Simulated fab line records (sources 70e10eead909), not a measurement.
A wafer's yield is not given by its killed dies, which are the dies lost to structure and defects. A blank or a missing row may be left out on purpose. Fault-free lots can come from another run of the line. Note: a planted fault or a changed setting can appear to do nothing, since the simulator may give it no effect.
Which tool was responsible? :: flow nand harc :: 33 wafers from 11 lots sampled at 6 of the route's 1159 steps

WHAT EACH GAUGE READ, for each wafer
NHARC_P_ZERO_WELL_CD_MEAS_24: the cd target is 720 nm.
lot: L951
measured: day 2 08:28
on: cd sem-03
cd nm (nm): 718.3 719.5 720.2

lot: L952
measured: day 2 14:30
on: cd sem-02
cd nm (nm): - - -

lot: L953
measured: day 2 20:38
on: cd sem-02
cd nm (nm): 717.0 718.1 719.3

lot: L960
measured: day 4 14:28
on: cd sem-02
cd nm (nm): 720.5 722.0 720.5

lot: L961
measured: day 4 20:38
on: cd sem-01
cd nm (nm): 721.5 721.4 722.5

lot: L963
measured: day 5 08:37
on: cd sem-03
cd nm (nm): 722.4 720.9 719.4

lot: L964
measured: day 5 14:28
on: cd sem-01
cd nm (nm): 720.4 720.9 720.6

lot: L965
measured: day 5 20:36
on: cd sem-03
cd nm (nm): 721.0 721.0 720.3

lot: L966
measured: day 6 02:36
on: cd sem-03
cd nm (nm): 718.7 719.1 719.8

lot: L967
measured: day 6 08:35
on: cd sem-02
cd nm (nm): 722.3 723.7 722.5

lot: L971
measured: day 7 08:37
on: cd sem-02
cd nm (nm): 718.7 720.3 718.3

NHARC_P_GATE_CD_MEAS_11: the cd target is 1640 nm.
lot: L951
measured: day 4 20:10
on: cd sem-03
cd nm (nm): 1640.8 1637.3 1640.5

lot: L953
measured: day 5 07:26
on: cd sem-01
cd nm (nm): 1639.3 1639.9 1638.4

lot: L960
measured: day 7 10:31
on: cd sem-01
cd nm (nm): 1640.5 1640.3 1639.6

lot: L961
measured: day 7 10:22
on: cd sem-02
cd nm (nm): 1639.1 1640.3 1637.9

lot: L963
measured: day 7 19:56
on: cd sem-03
cd nm (nm): 1642.0 1639.2 1641.7

lot: L964
measured: day 7 19:47
on: cd sem-02
cd nm (nm): 1640.9 1641.1 1637.6

lot: L965
measured: day 8 10:37
on: cd sem-01
cd nm (nm): 1640.8 1638.6 1640.5

lot: L966
measured: day 8 10:28
on: cd sem-01
cd nm (nm): 1640.3 1638.0 1638.4

lot: L967
measured: day 8 16:29
on: cd sem-02
cd nm (nm): 1639.7 1640.7 1640.0

lot: L971
measured: day 9 15:19
on: cd sem-01
cd nm (nm): 1639.1 1640.4 1640.9

NHARC_END_SORT_01.
lot: L952
measured: day 20 16:10
on: prober-01
killed at array: 19 20 22
killed at other: 1 4 1
killed at periphery: 657 653 654
killed dies: 677 677 677
killed open: 4 1 0
killed short: 3 1 1

TOOL THAT RAN EACH LOT (tool first, then ch and the chambers of the sampled wafers, then the start)
lot: L951
NHARC_P_ZERO_WELL_EXPOSE_21: krf scanner-03 ch 0, day 2 08:18
NHARC_P_STI_ETCH_15: rie si-04 ch 0,3, day 3 05:43
NHARC_P_GATE_DESCUM_31: rie diel-08 ch 0,2,3, day 5 10:12

lot: L952
NHARC_P_ZERO_WELL_EXPOSE_21: krf scanner-04 ch 0, day 2 14:20
NHARC_P_STI_ETCH_15: -
NHARC_P_GATE_DESCUM_31: -

lot: L953
NHARC_P_ZERO_WELL_EXPOSE_21: krf scanner-03 ch 0, day 2 20:28
NHARC_P_STI_ETCH_15: rie si-06 ch 1,2,3, day 3 17:41
NHARC_P_GATE_DESCUM_31: rie diel-07 ch 0,1,2, day 5 22:07

lot: L960
NHARC_P_ZERO_WELL_EXPOSE_21: krf scanner-03 ch 0, day 4 14:18
NHARC_P_STI_ETCH_15: rie si-04 ch 0,1,2, day 5 12:12
NHARC_P_GATE_DESCUM_31: rie diel-09 ch 1,2,3, day 8 00:33

lot: L961
NHARC_P_ZERO_WELL_EXPOSE_21: krf scanner-02 ch 0, day 4 20:29
NHARC_P_STI_ETCH_15: rie si-01 ch 0,2,3, day 5 17:44
NHARC_P_GATE_DESCUM_31: rie diel-08 ch 0,2, day 8 00:24

lot: L963
NHARC_P_ZERO_WELL_EXPOSE_21: krf scanner-03 ch 0, day 5 08:28
NHARC_P_STI_ETCH_15: rie si-06 ch 1,3, day 6 09:05
NHARC_P_GATE_DESCUM_31: rie diel-08 ch 1,2, day 8 15:12

lot: L964
NHARC_P_ZERO_WELL_EXPOSE_21: krf scanner-02 ch 0, day 5 14:19
NHARC_P_STI_ETCH_15: rie si-04 ch 0,1,3, day 6 08:56
NHARC_P_GATE_DESCUM_31: rie diel-09 ch 2,3, day 8 14:56

lot: L965
NHARC_P_ZERO_WELL_EXPOSE_21: krf scanner-04 ch 0, day 5 20:26
NHARC_P_STI_ETCH_15: rie si-06 ch 0,1,2, day 6 20:38
NHARC_P_GATE_DESCUM_31: rie diel-07 ch 0,1,3, day 9 01:57

lot: L966
NHARC_P_ZERO_WELL_EXPOSE_21: krf scanner-02 ch 0, day 6 02:27
NHARC_P_STI_ETCH_15: rie si-01 ch 0,1,2, day 6 20:31
NHARC_P_GATE_DESCUM_31: rie diel-09 ch 0,1,2, day 9 02:06

lot: L967
NHARC_P_ZERO_WELL_EXPOSE_21: krf scanner-03 ch 0, day 6 08:26
NHARC_P_STI_ETCH_15: rie si-01 ch 0,2, day 7 05:34
NHARC_P_GATE_DESCUM_31: rie diel-08 ch 0,3, day 9 06:49

lot: L971
NHARC_P_ZERO_WELL_EXPOSE_21: krf scanner-04 ch 0, day 7 08:27
NHARC_P_STI_ETCH_15: rie si-06 ch 0,2,3, day 8 05:32
NHARC_P_GATE_DESCUM_31: rie diel-09 ch 1,3, day 10 05:26
- NHARC_P_ZERO_WELL_EXPOSE_21: exposes mask P NWELL, target cd 720 nm.
- NHARC_P_STI_ETCH_15: etches the open film in HBr/Cl2, target depth 300 nm, time 100.1 s.
- NHARC_P_GATE_DESCUM_31: chemistry O2, time 3 s.

AS READ BY THE TOOLS THEMSELVES (means over the sampled wafers that have a number; for cases with no such wafer, the mark the record gives instead)
NHARC_P_ZERO_WELL_EXPOSE_21.
lot: L951
tool: krf scanner-03
reticle temp C (C): 22.94
stage vel mm s (mm/s): 500.13

lot: L952
tool: krf scanner-04
reticle temp C (C): 23.07
stage vel mm s (mm/s): 499.94

lot: L953
tool: krf scanner-03
reticle temp C (C): 23.00
stage vel mm s (mm/s): 500.08

lot: L960
tool: krf scanner-03
reticle temp C (C): 22.93
stage vel mm s (mm/s): 499.87

lot: L961
tool: krf scanner-02
reticle temp C (C): 22.90
stage vel mm s (mm/s): 499.90

lot: L963
tool: krf scanner-03
reticle temp C (C): 23.07
stage vel mm s (mm/s): 499.87

lot: L964
tool: krf scanner-02
reticle temp C (C): 22.89
stage vel mm s (mm/s): 500.30

lot: L965
tool: krf scanner-04
reticle temp C (C): 22.92
stage vel mm s (mm/s): 499.88

lot: L966
tool: krf scanner-02
reticle temp C (C): 22.96
stage vel mm s (mm/s): 500.07

lot: L967
tool: krf scanner-03
reticle temp C (C): 22.90
stage vel mm s (mm/s): 499.95

lot: L971
tool: krf scanner-04
reticle temp C (C): 22.92
stage vel mm s (mm/s): 500.27

NHARC_P_STI_ETCH_15.
lot: L951
tool: rie si-04
bias w (W): 100.09
chamber pressure mTorr (mTorr): 14.999
drypump motor current A (A): 6.1
oes product au (a.u.): 0.996
throttle valve pct (%): 26.404

lot: L953
tool: rie si-06
bias w (W): 99.98
chamber pressure mTorr (mTorr): 15.008
drypump motor current A (A): 5.7
oes product au (a.u.): 0.999
throttle valve pct (%): 26.404

lot: L960
tool: rie si-04
bias w (W): 100.00
chamber pressure mTorr (mTorr): 15.011
drypump motor current A (A): 6.0
oes product au (a.u.): 0.993
throttle valve pct (%): 26.417

lot: L961
tool: rie si-01
bias w (W): 100.26
chamber pressure mTorr (mTorr): 14.992
drypump motor current A (A): 5.5
oes product au (a.u.): 0.985
throttle valve pct (%): 26.412

lot: L963
tool: rie si-06
bias w (W): 99.92
chamber pressure mTorr (mTorr): 15.006
drypump motor current A (A): 5.4
oes product au (a.u.): 1.000
throttle valve pct (%): 26.404

lot: L964
tool: rie si-04
bias w (W): 100.32
chamber pressure mTorr (mTorr): 15.012
drypump motor current A (A): 5.8
oes product au (a.u.): 1.013
throttle valve pct (%): 26.412

lot: L965
tool: rie si-06
bias w (W): 99.94
chamber pressure mTorr (mTorr): 15.010
drypump motor current A (A): 5.5
oes product au (a.u.): 1.003
throttle valve pct (%): 26.400

lot: L966
tool: rie si-01
bias w (W): 100.04
chamber pressure mTorr (mTorr): 15.007
drypump motor current A (A): 5.3
oes product au (a.u.): 0.994
throttle valve pct (%): 26.409

lot: L967
tool: rie si-01
bias w (W): 100.04
chamber pressure mTorr (mTorr): 15.007
drypump motor current A (A): 5.4
oes product au (a.u.): 0.995
throttle valve pct (%): 26.409

lot: L971
tool: rie si-06
bias w (W): 100.38
chamber pressure mTorr (mTorr): 14.998
drypump motor current A (A): 5.7
oes product au (a.u.): 1.008
throttle valve pct (%): 26.397

NHARC_P_GATE_DESCUM_31.
lot: L951
tool: rie diel-08
chamber pressure mTorr (mTorr): 60.01
drypump motor current A (A): 6.2
o2 flow sccm (sccm): 200.0
oes product au (a.u.): 1.004
rf vpp V (V): 58.4
showerhead plenum p Torr (Torr): 1.94
throttle valve pct (%): 11.307

lot: L953
tool: rie diel-07
chamber pressure mTorr (mTorr): 60.00
drypump motor current A (A): 4.9
o2 flow sccm (sccm): 200.3
oes product au (a.u.): 0.996
rf vpp V (V): 57.6
showerhead plenum p Torr (Torr): 1.90
throttle valve pct (%): 11.310

lot: L960
tool: rie diel-09
chamber pressure mTorr (mTorr): 59.98
drypump motor current A (A): 6.1
o2 flow sccm (sccm): 200.0
oes product au (a.u.): 0.997
rf vpp V (V): 58.2
showerhead plenum p Torr (Torr): 1.91
throttle valve pct (%): 11.308

lot: L961
tool: rie diel-08
chamber pressure mTorr (mTorr): 59.97
drypump motor current A (A): 6.2
o2 flow sccm (sccm): 200.3
oes product au (a.u.): 1.004
rf vpp V (V): 56.6
showerhead plenum p Torr (Torr): 1.87
throttle valve pct (%): 11.307

lot: L963
tool: rie diel-08
chamber pressure mTorr (mTorr): 59.97
drypump motor current A (A): 6.4
o2 flow sccm (sccm): 199.8
oes product au (a.u.): 1.011
rf vpp V (V): 58.4
showerhead plenum p Torr (Torr): 1.92
throttle valve pct (%): 11.303

lot: L964
tool: rie diel-09
chamber pressure mTorr (mTorr): 60.01
drypump motor current A (A): 6.2
o2 flow sccm (sccm): 199.9
oes product au (a.u.): 0.999
rf vpp V (V): 58.7
showerhead plenum p Torr (Torr): 1.92
throttle valve pct (%): 11.318

lot: L965
tool: rie diel-07
chamber pressure mTorr (mTorr): 60.03
drypump motor current A (A): 5.1
o2 flow sccm (sccm): 200.1
oes product au (a.u.): 1.007
rf vpp V (V): 57.6
showerhead plenum p Torr (Torr): 1.84
throttle valve pct (%): 11.309

lot: L966
tool: rie diel-09
chamber pressure mTorr (mTorr): 59.95
drypump motor current A (A): 5.8
o2 flow sccm (sccm): 199.9
oes product au (a.u.): 0.998
rf vpp V (V): 58.4
showerhead plenum p Torr (Torr): 1.94
throttle valve pct (%): 11.310

lot: L967
tool: rie diel-08
chamber pressure mTorr (mTorr): 59.93
drypump motor current A (A): 6.1
o2 flow sccm (sccm): 199.5
oes product au (a.u.): 0.989
rf vpp V (V): 57.2
showerhead plenum p Torr (Torr): 1.99
throttle valve pct (%): 11.314

lot: L971
tool: rie diel-09
chamber pressure mTorr (mTorr): 59.98
drypump motor current A (A): 6.2
o2 flow sccm (sccm): 200.6
oes product au (a.u.): 0.995
rf vpp V (V): 57.8
showerhead plenum p Torr (Torr): 1.87
throttle valve pct (%): 11.313

THE ANSWER, worked out from the rows above alone
Rule: what is usual is taken from the lots themselves. The widest of any qualifying gaps counts: lots, ordered by their means at a reading, are off when they make up no more than a third of the lots, leave a main group of 4 or more, and stand apart from it by 3 or more times the standard deviation of that group's means. A main group whose means are all the same, to the digits that the tables above print for the reading, isn't used. Also off: a lot with no number at a reading for which 4 or more lots have one. The other lots that the step has rows for count as sound. First the gauges in route order, then the tools' own readings, where a lot's mean is used as printed above. The first step at which some lot is off is used, and at that step the reading that is off furthest; a lot without a number counts as furthest.
Off: L952, at NHARC_P_ZERO_WELL_CD_MEAS_24 (cd nm). Without a number there: L952. Main group: mean 720.4 nm, sd 1.3.
A tool fits if, at a process step before that reading, it ran every lot that is off, and no sound lot after the first of them. Those tools and the gauges at NHARC_P_ZERO_WELL_CD_MEAS_24 are tried in the same way. Not one of the candidates tried fits.

WHAT WAS PUT IN BY THE SIMULATOR
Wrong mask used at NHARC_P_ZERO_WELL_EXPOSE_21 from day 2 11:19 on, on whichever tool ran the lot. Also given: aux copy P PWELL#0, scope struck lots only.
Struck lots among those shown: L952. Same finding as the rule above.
